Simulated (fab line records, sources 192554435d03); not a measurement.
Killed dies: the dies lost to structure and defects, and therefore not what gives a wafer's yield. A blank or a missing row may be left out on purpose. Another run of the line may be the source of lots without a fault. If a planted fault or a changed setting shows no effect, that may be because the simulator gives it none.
fab line records + flow n5-finfet
record:
- lots: 6
- wafers: 18
- last-day: 17
route steps=1938 shown BEOL_M9@1448 PASSIVATION@1936
lots untouched by any fault: they come from a run of this same line in which no faults occurred
start-h: the number of hours between the record's first day and the start of the first shown wafer of the lot + wait-h: hours since the lot's step before + " same as the row above + L1.1+2: one row covering several wafers at once + - no value, or no start was given + * or withheld: withheld + < > ~ a bound
route shown NAME@n: names a module that has steps shown in the file, with the first one's number in the route + usual: average and standard deviation across the fault-free wafers + same: alike in all rows + chamber/n: place in a boat + sites: readings site by site + _std_site: standard deviation of those values + _edge_site: mean of outer sites minus mean of inner sites + radius-mm: how far each site lies from the wafer's centre + mask NAME#n: copy n + behind: the last tool/chamber to shape the wafer + hold: reason for holding the lot/hours on hold/outcome of the hold + device: the n, p or np transistor that did not switch + end of line: tests of these same wafers at the route's end + for a step that has no rows: nothing shown but its recipe + killed: the dies lost at the first sort to structure and to defects; this is not the yield of the wafer + map: a wafer's dies, x killed, . not, _ none there
set.NAME: the setting as run; set.NAME@STEP: as run at that earlier step + model.NAME: the simulator's own value behind a step, which no gauge read
lots at selected steps of the route; one table per step, one row per wafer
services: the hour from which a tool's chamber was out of use, counted from the record's first day as start-h (under 0 if before that day), plus the number of hours and why
== steps ==
step: N5_BEOL_M9_STRIP_80
recipe:
- chemistry: N2/H2
- time-s: 10
- power-w: 450
- temp-c: 40
- pressure-mtorr: 20
- rf-frequency-hz: 6e+07
- bias-power-w: 7
- n2-flow-sccm: 200
- h2-flow-sccm: 200
usual:
- bias-power-w: 7.001/0.022
- drypump-motor-current-A: 5.8/0.4
- oes-product-au: 0.76/0.083
- rf-vpp-V: 59.1/0.87
- showerhead-plenum-p-Torr: 2.53/0.076
- throttle-valve-pct: 23.6/0.33
same:
- time-s: 10
| lot.wafer | tool        | chamber | start-h | wait-h | bias-power-w | drypump-motor-current-A | oes-product-au | rf-hours-counter-h | rf-vpp-V | showerhead-plenum-p-Torr | throttle-valve-pct |
|-----------|-------------|---------|---------|--------|--------------|-------------------------|----------------|--------------------|----------|--------------------------|--------------------|
| L610.1    | rie-diel-04 | 0       | -       | -      | 6.966        | 5.2                     | 0.71           | 207                | 58.8     | 2.42                     | 23.6               |
| L610.3    | "           | 3       | "       | "      | 7.002        | 5.3                     | 0.98           | 3                  | 58.6     | 2.49                     | 22.8               |
| L610.4    | "           | 2       | "       | "      | 7.051        | 6.2                     | 0.73           | 173                | 59.4     | 2.52                     | 23.6               |
| L615.2    | rie-diel-04 | 0       | -       | -      | 6.998        | 5.2                     | 0.70           | 215                | 59.0     | 2.41                     | 23.6               |
| L615.4    | "           | 2       | "       | "      | 7.003        | 6.2                     | 0.73           | 181                | 60.1     | 2.52                     | 23.6               |
| L615.5    | "           | 0       | "       | "      | 6.979        | 5.2                     | 0.70           | -                  | 57.9     | 2.41                     | 23.6               |
| L626.1    | rie-diel-04 | 2       | -       | -      | 6.970        | 6.2                     | 0.72           | 194                | 56.9     | 2.51                     | 23.6               |
| L626.2    | "           | 1       | "       | "      | 6.991        | 5.2                     | 0.84           | 71                 | 59.5     | 2.58                     | 23.6               |
| L626.3    | "           | 3       | "       | "      | 7.010        | 5.3                     | 0.92           | 24                 | 57.3     | 2.48                     | 22.8               |
| L627.1    | rie-diel-04 | 0       | -       | -      | 6.997        | 5.2                     | 0.69           | 234                | 59.0     | 2.40                     | 23.6               |
| L627.5    | "           | 0       | "       | "      | 6.987        | 5.3                     | 0.69           | -                  | 57.6     | 2.40                     | 23.6               |
| L627.6    | "           | 1       | "       | "      | 6.985        | 5.2                     | 0.83           | -                  | 57.0     | 2.57                     | 23.6               |
| L629.3    | rie-diel-05 | 1       | -       | -      | 7.025        | 6.3                     | 0.92           | 14                 | 60.6     | 2.60                     | 23.2               |
| L629.4    | "           | 2       | "       | "      | 7.022        | 5.3                     | 0.68           | 240                | 58.4     | 2.62                     | 23.5               |
| L629.5    | "           | 1       | "       | "      | 7.020        | 6.3                     | 0.92           | -                  | 59.4     | 2.60                     | 23.2               |
| L630.2    | rie-diel-05 | 3       | -       | -      | 6.996        | 6.2                     | 0.73           | 153                | 58.6     | 2.41                     | 23.2               |
| L630.4    | "           | 2       | "       | "      | 6.986        | 5.3                     | 0.67           | 242                | 58.5     | 2.62                     | 23.6               |
| L630.6    | "           | 2       | "       | "      | 7.004        | 5.3                     | 0.67           | -                  | 59.7     | 2.62                     | 23.5               |
step: N5_BEOL_M9_OCD_MEAS_38
usual:
- trench-depth-nm: 150.4/2.4
| lot.wafer | tool   | chamber | start-h | wait-h | trench-depth-nm |
|-----------|--------|---------|---------|--------|-----------------|
| L610.1    | ocd-01 | -       | 223.17  | -      | 150.8           |
| L610.3    | "      | -       | "       | "      | 155.6           |
| L610.4    | "      | -       | "       | "      | 151.8           |
| L615.2    | ocd-01 | -       | 248.53  | -      | 148.6           |
| L615.4    | "      | -       | "       | "      | 149.6           |
| L615.5    | "      | -       | "       | "      | 149.1           |
| L626.1    | ocd-02 | -       | 311.20  | -      | 149.3           |
| L626.2    | "      | -       | "       | "      | 147.4           |
| L626.3    | "      | -       | "       | "      | 155.2           |
| L627.1    | ocd-01 | -       | 329.95  | -      | 149.2           |
| L627.5    | "      | -       | "       | "      | 149.6           |
| L627.6    | "      | -       | "       | "      | 151.3           |
| L629.3    | ocd-02 | -       | 342.30  | -      | 152.1           |
| L629.4    | "      | -       | "       | "      | 144.2           |
| L629.5    | "      | -       | "       | "      | 152.5           |
| L630.2    | ocd-01 | -       | 346.97  | -      | 151.7           |
| L630.4    | "      | -       | "       | "      | 145.4           |
| L630.6    | "      | -       | "       | "      | 146.1           |
step: N5_BEOL_M9_HM_STRIP_39
recipe:
- chemistry: peroxide-tin-strip
- material: TiN
- target-depth-a: 250
- temp-c: 50
- time-s: 158
step: N5_BEOL_M9_SRD_40
recipe:
- time-s: 30
- temp-c: 23
- rinse-liquid: diw
- dry: ipa-marangoni
step: N5_BEOL_M9_PRECLEAN_42
recipe:
- chemistry: residue-remover
- time-s: 60
- temp-c: 40
step: N5_BEOL_M9_SRD_43
recipe:
- time-s: 30
- temp-c: 23
- rinse-liquid: diw
- dry: ipa-marangoni
step: N5_BEOL_M9_CD_MEAS_35
recipe:
- target-cd-nm: 70
- target-cd-y-nm: 40
- polarity: opening
usual:
- cd-nm: 69.9/0.6
| lot.wafer | tool      | chamber | start-h | wait-h | cd-nm |
|-----------|-----------|---------|---------|--------|-------|
| L610.1    | cd-sem-01 | -       | 223.32  | 0.0    | 69.5  |
| L610.3    | "         | -       | "       | "      | 70.1  |
| L610.4    | "         | -       | "       | "      | 69.7  |
| L615.2    | cd-sem-02 | -       | 248.68  | 0.0    | 69.1  |
| L615.4    | "         | -       | "       | "      | 69.4  |
| L615.5    | "         | -       | "       | "      | 69.5  |
| L626.1    | cd-sem-02 | -       | 311.36  | 0.0    | 69.3  |
| L626.2    | "         | -       | "       | "      | 69.8  |
| L626.3    | "         | -       | "       | "      | 69.4  |
| L627.1    | cd-sem-03 | -       | 330.10  | 0.0    | 69.7  |
| L627.5    | "         | -       | "       | "      | 69.5  |
| L627.6    | "         | -       | "       | "      | 69.8  |
| L629.3    | cd-sem-03 | -       | 342.45  | 0.0    | 69.8  |
| L629.4    | "         | -       | "       | "      | 70.5  |
| L629.5    | "         | -       | "       | "      | 70.1  |
| L630.2    | cd-sem-03 | -       | 347.13  | 0.0    | 71.2  |
| L630.4    | "         | -       | "       | "      | 70.3  |
| L630.6    | "         | -       | "       | "      | 70.5  |
step: N5_BEOL_M9_CURE_72
recipe:
- temp-c: 370
- time-s: 120
- ambient: DMADMS/He
- material: SiCOH_lowk
usual:
- lamp-power-pct: 52.32/0.057
- wafer_temp_C_max: 371.8/0.64
same:
- time-s: 120
| lot.wafer | tool       | chamber | start-h | wait-h | lamp-power-pct | wafer_temp_C_max |
|-----------|------------|---------|---------|--------|----------------|------------------|
| L610.1    | uv-cure-03 | 0       | 223.36  | 0.0    | 52.29          | 371.7            |
| L610.3    | "          | 0       | "       | "      | 52.24          | 371.6            |
| L610.4    | "          | 0       | "       | "      | 52.27          | 371.9            |
| L615.2    | uv-cure-03 | 0       | 248.77  | 0.1    | 52.39          | 372.4            |
| L615.4    | "          | 0       | "       | "      | 52.37          | 371.4            |
| L615.5    | "          | 0       | "       | "      | 52.45          | 371.6            |
| L626.1    | uv-cure-01 | 0       | 311.40  | 0.0    | 52.43          | 371.6            |
| L626.2    | "          | 0       | "       | "      | 52.32          | 371.9            |
| L626.3    | "          | 0       | "       | "      | 52.24          | 371.4            |
| L627.1    | uv-cure-01 | 0       | 330.14  | 0.0    | 52.38          | 372.0            |
| L627.5    | "          | 0       | "       | "      | 52.31          | 372.2            |
| L627.6    | "          | 0       | "       | "      | 52.31          | 371.9            |
| L629.3    | uv-cure-01 | 0       | 342.59  | 0.1    | 52.26          | 372.0            |
| L629.4    | "          | 0       | "       | "      | 52.28          | 371.8            |
| L629.5    | "          | 0       | "       | "      | 52.35          | 371.7            |
| L630.2    | uv-cure-01 | 0       | 347.22  | 0.1    | 52.27          | 371.7            |
| L630.4    | "          | 0       | "       | "      | 52.33          | 372.5            |
| L630.6    | "          | 0       | "       | "      | 52.25          | 372.9            |
step: N5_BEOL_M9_DEGAS_44
recipe:
- ambient: vacuum
- temp-c: 250
- time-s: 60
usual:
- heater-power-w: 352/51
same:
- time-s: 60
| lot.wafer | tool           | chamber | start-h | wait-h | heater-power-w |
|-----------|----------------|---------|---------|--------|----------------|
| L610.1    | pvd-sputter-02 | -       | 224.00  | 0.6    | 415            |
| L610.3    | "              | -       | "       | "      | 319            |
| L610.4    | "              | -       | "       | "      | 325            |
| L615.2    | pvd-sputter-02 | -       | 249.76  | 0.9    | 321            |
| L615.4    | "              | -       | "       | "      | 409            |
| L615.5    | "              | -       | "       | "      | 323            |
| L626.1    | pvd-sputter-03 | -       | 312.12  | 0.7    | 317            |
| L626.2    | "              | -       | "       | "      | 357            |
| L626.3    | "              | -       | "       | "      | 402            |
| L627.1    | pvd-sputter-03 | -       | 330.70  | 0.5    | 356            |
| L627.5    | "              | -       | "       | "      | 300            |
| L627.6    | "              | -       | "       | "      | 358            |
| L629.3    | pvd-sputter-01 | -       | 343.05  | 0.4    | 265            |
| L629.4    | "              | -       | "       | "      | 339            |
| L629.5    | "              | -       | "       | "      | 325            |
| L630.2    | pvd-sputter-03 | -       | 347.72  | 0.5    | 309            |
| L630.4    | "              | -       | "       | "      | 326            |
| L630.6    | "              | -       | "       | "      | 391            |
step: N5_BEOL_M9_PRE_CLEAN_45
recipe:
- gas: H2/He
- time-s: 30
- temp-c: 250
usual:
- heater-power-w: 353/50
same:
- time-s: 30
| lot.wafer | tool           | chamber | start-h | wait-h | heater-power-w |
|-----------|----------------|---------|---------|--------|----------------|
| L610.1    | pvd-sputter-02 | -       | 224.04  | 0.0    | 411            |
| L610.3    | "              | -       | "       | "      | 322            |
| L610.4    | "              | -       | "       | "      | 327            |
| L615.2    | pvd-sputter-02 | -       | 249.80  | 0.0    | 317            |
| L615.4    | "              | -       | "       | "      | 406            |
| L615.5    | "              | -       | "       | "      | 330            |
| L626.1    | pvd-sputter-03 | -       | 312.16  | 0.0    | 323            |
| L626.2    | "              | -       | "       | "      | 360            |
| L626.3    | "              | -       | "       | "      | 404            |
| L627.1    | pvd-sputter-03 | -       | 330.74  | 0.0    | 354            |
| L627.5    | "              | -       | "       | "      | 308            |
| L627.6    | "              | -       | "       | "      | 354            |
| L629.3    | pvd-sputter-01 | -       | 343.09  | 0.0    | 263            |
| L629.4    | "              | -       | "       | "      | 344            |
| L629.5    | "              | -       | "       | "      | 324            |
| L630.2    | pvd-sputter-03 | -       | 347.76  | 0.0    | 313            |
| L630.4    | "              | -       | "       | "      | 325            |
| L630.6    | "              | -       | "       | "      | 413            |
step: N5_BEOL_M9_ALD_74
recipe:
- material: TaN
- target-thk-a: 20
- temp-c: 275
- ald-precursor-family: PDMAT
- ald-co-reactant: NH3
- pressure-torr: 3
- carrier-flow-sccm: 1500
- pulse-time-s: 2
- purge-time-s: 3
- co-reactant-purge-time-s: 2
- co-reactant-pulse-time-s: 3
- ald-cycles: 40
- precursor-vessel-temp-c: 75
- precursor-vessel-pressure-torr: 26.25
- precursor-vessel-carrier-sccm: 1000
usual:
- heater-power-w: 433/53
same:
- purge-time-s: 3
| lot.wafer | tool         | chamber | start-h | wait-h | heater-power-w |
|-----------|--------------|---------|---------|--------|----------------|
| L610.1    | ald-metal-04 | 0       | 224.14  | 0.1    | 395            |
| L610.3    | "            | 3       | "       | "      | 539            |
| L610.4    | "            | 2       | "       | "      | 361            |
| L615.2    | ald-metal-03 | 3       | 249.86  | 0.0    | 475            |
| L615.4    | "            | 2       | "       | "      | 376            |
| L615.5    | "            | 2       | "       | "      | 400            |
| L626.1    | ald-metal-03 | 3       | 312.22  | 0.0    | 462            |
| L626.2    | "            | 1       | "       | "      | 491            |
| L626.3    | "            | 2       | "       | "      | 391            |
| L627.1    | ald-metal-03 | 1       | 330.80  | 0.0    | 483            |
| L627.5    | "            | 3       | "       | "      | 480            |
| L627.6    | "            | 0       | "       | "      | 368            |
| L629.3    | ald-metal-04 | 1       | 343.15  | 0.0    | 447            |
| L629.4    | "            | 2       | "       | "      | 365            |
| L629.5    | "            | 3       | "       | "      | 529            |
| L630.2    | ald-metal-01 | 0       | 348.05  | 0.3    | 424            |
| L630.4    | "            | 2       | "       | "      | 474            |
| L630.6    | "            | 2       | "       | "      | 480            |
step: N5_BEOL_M9_SURFACE_TREAT_79
recipe:
- gas: Ar
- time-s: *
- ion-energy-ev: *
- ion-current-ma-cm2: 0.5
- pressure-mtorr: *
- ar-flow-sccm: 30
step: N5_BEOL_M9_CVD_78
recipe:
- material: Co
- target-thk-a: 20
- temp-c: withheld
- precursor: CCTBA/H2
- pressure-torr: 30
- time-s: 138.9
usual:
- run-length-s: 161.7/0.42
| lot.wafer | tool      | chamber | start-h | wait-h | run-length-s |
|-----------|-----------|---------|---------|--------|--------------|
| L610.1    | cvd-co-02 | 2       | 224.84  | 0.2    | 161.4        |
| L610.3    | "         | 0       | "       | "      | 162.1        |
| L610.4    | "         | 1       | "       | "      | 161.6        |
| L615.2    | cvd-co-02 | 2       | 250.22  | 0.0    | 161.9        |
| L615.4    | "         | 2       | "       | "      | 162.0        |
| L615.5    | "         | 1       | "       | "      | 161.0        |
| L626.1    | cvd-co-02 | 0       | 312.73  | 0.0    | 272.3        |
| L626.2    | "         | 2       | "       | "      | 161.9        |
| L626.3    | "         | 1       | "       | "      | 271.0        |
| L627.1    | cvd-co-02 | 2       | 331.19  | 0.1    | 271.6        |
| L627.5    | "         | 0       | "       | "      | 161.8        |
| L627.6    | "         | 1       | "       | "      | 161.3        |
| L629.3    | cvd-co-01 | 0       | 343.72  | 0.1    | 162.0        |
| L629.4    | "         | 2       | "       | "      | 161.9        |
| L629.5    | "         | 2       | "       | "      | 161.8        |
| L630.2    | cvd-co-01 | 0       | 349.31  | 0.3    | 162.1        |
| L630.4    | "         | 0       | "       | "      | 161.5        |
| L630.6    | "         | 2       | "       | "      | 161.6        |
step: N5_BEOL_M9_SPUTTER_48
recipe:
- material: Cu
- target-thk-a: 120
- temp-c: -20
- bias-v: 60
- power-w: 26000
- chamber-pressure-pa: 0.13
- time-s: 2
step: N5_PASSIVATION_PROBE_49
usual:
- defect-limited-yield: 91.3/1.5
- killed_at_M0_to_M3: 34/9.4
- killed_at_M4_up: 13/5.3
- killed-at-contacts: 13/5.7
- killed-at-front-end: 40/10
- killed-at-other: 3.7/2.8
- killed-dies: 103/17
- killed-open: 67/13
- killed-short: 35/8.5
- sort_bin_5_function: 5.0/0.98
- sort_bin_6_memory: 3.3/0.7
- sort-n-pass: 1077/17
- sort-yield-pct: 91.3/1.5
same:
- gross-dies: 1180
- killed-at-back-side: 0
- sort_bin_4_leakage[%]: 0
- sort_bin_8_speed[%]: 0
| lot.wafer | tool      | chamber | start-h | wait-h | defect-limited-yield[%] | killed_at_M0_to_M3 | killed_at_M4_up | killed-at-contacts | killed-at-front-end | killed-at-other | killed-dies | killed-open | killed-short | sort_bin_5_function[%] | sort_bin_6_memory[%] | sort-n-pass | sort-yield-pct[%] |
|-----------|-----------|---------|---------|--------|-------------------------|--------------------|-----------------|--------------------|---------------------|-----------------|-------------|-------------|--------------|------------------------|----------------------|-------------|-------------------|
| L615.2    | prober-01 | -       | 316.09  | 0.1    | 89.3                    | 32                 | 18              | 18                 | 57                  | 1               | 126         | 73          | 49           | 7.4                    | 2.3                  | 1054        | 89.3              |
| L615.4    | prober-01 | -       | 316.19  | 0.2    | 92.8                    | 20                 | 14              | 14                 | 34                  | 3               | 85          | 51          | 32           | 4.0                    | 3.1                  | 1095        | 92.8              |
| L615.5    | prober-01 | -       | 316.24  | 0.2    | 90.1                    | 22                 | 25              | 24                 | 45                  | 1               | 117         | 79          | 36           | 6.3                    | 3.4                  | 1063        | 90.1              |
killed by level:class
L615.2 FIN_SAQP:geometric-particle:short=19 MOL_CONTACT_COAG:geometric-particle:open=12 BEOL_M3:geometric-particle:open=11 BEOL_M0_SAQP:geometric-particle:open=7 FIN_SAQP:geometric-particle:open=6 MOL_CONTACT_COAG:geometric-particle:short=6 BEOL_M0_SAQP:geometric-particle:short=6 STI_FIN_REVEAL:geometric-particle:open=5
L615.4 MOL_CONTACT_COAG:geometric-particle:open=9 FIN_SAQP:geometric-particle:short=8 BEOL_M0_SAQP:geometric-particle:short=6 DUMMY_GATE:geometric-particle:open=5 MOL_CONTACT_COAG:geometric-particle:short=5 BEOL_M2:geometric-particle:open=5 FIN_SAQP:geometric-particle:open=4 STI_FIN_REVEAL:geometric-particle:open=4
L615.5 MOL_CONTACT_COAG:geometric-particle:open=19 BEOL_M4:geometric-particle:open=13 FIN_SAQP:geometric-particle:short=12 FIN_SAQP:geometric-particle:open=8 BEOL_M3:geometric-particle:open=7 ILD0:geometric-particle:open=6 MOL_CONTACT_COAG:geometric-particle:short=5 BEOL_M2:geometric-particle:open=5
== services ==
| tool           | chamber | start-h | hours | kind                          |
|----------------|---------|---------|-------|-------------------------------|
| uv-cure-01     | -       | 201.85  | 7.1   | repair                        |
| ald-metal-01   | -       | 217.42  | 8.7   | pm                            |
| cvd-co-02      | -       | 219.85  | 1.3   | repair                        |
| ald-metal-01   | 3       | 227.22  | 2.6   | repair                        |
| rie-diel-04    | 1       | 229.69  | 7.4   | repair                        |
| ald-metal-03   | 2       | 231.99  | 5.6   | repair                        |
| cvd-co-01      | 1       | 239.62  | 15.0  | repair                        |
| ald-metal-03   | -       | 252.44  | 0.6   | repair                        |
| rie-diel-05    | 3       | 265.18  | 6.2   | repair                        |
| uv-cure-03     | -       | 266.49  | 0.5   | repair                        |
| rie-diel-05    | 1       | 271.34  | -     | clean                         |
| rie-diel-05    | 1       | 271.34  | -     | consumable-replace:focus-ring |
| rie-diel-05    | 1       | 271.34  | 21.2  | scheduled-down                |
| rie-diel-04    | -       | 273.42  | 14.6  | pm                            |
| pvd-sputter-03 | -       | 278.15  | 5.5   | repair                        |
| ald-metal-01   | 3       | 280.37  | 2.7   | repair                        |
| ald-metal-01   | -       | 281.92  | 2.0   | repair                        |
| cvd-co-01      | -       | 291.13  | 6.9   | pm                            |
| pvd-sputter-02 | -       | 294.67  | 5.9   | repair                        |
| pvd-sputter-01 | -       | 310.24  | 2.1   | repair                        |
| ald-metal-04   | 3       | 314.20  | 3.4   | repair                        |
| uv-cure-01     | -       | 318.81  | 1.0   | pm                            |
| uv-cure-01     | -       | 332.29  | 5.1   | repair                        |
| ald-metal-03   | -       | 339.33  | 1.0   | repair                        |
== key ==
first-sign:
- step: N5_BEOL_M9_CVD_78
- reading: run-length-s
- direction: up
- sigmas: 99+
- usual: *
- struck: *
effect none on later readings
met-at N5_BEOL_M9_CVD_78
struck-wafers L626.1,L626.3,L627.1
onset-between 250.22 312.73
fault:
- kind: process-parameter-drift
- tool: cvd-co-02
- chamber: -
- onset-h: 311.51
- steps: N5_BEOL_M9_CVD_78
- channel: time-s
- offset: *
- shape: step
- end-h: 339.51
- scope: struck-wafers-only
- acts-in: *
- stated: *
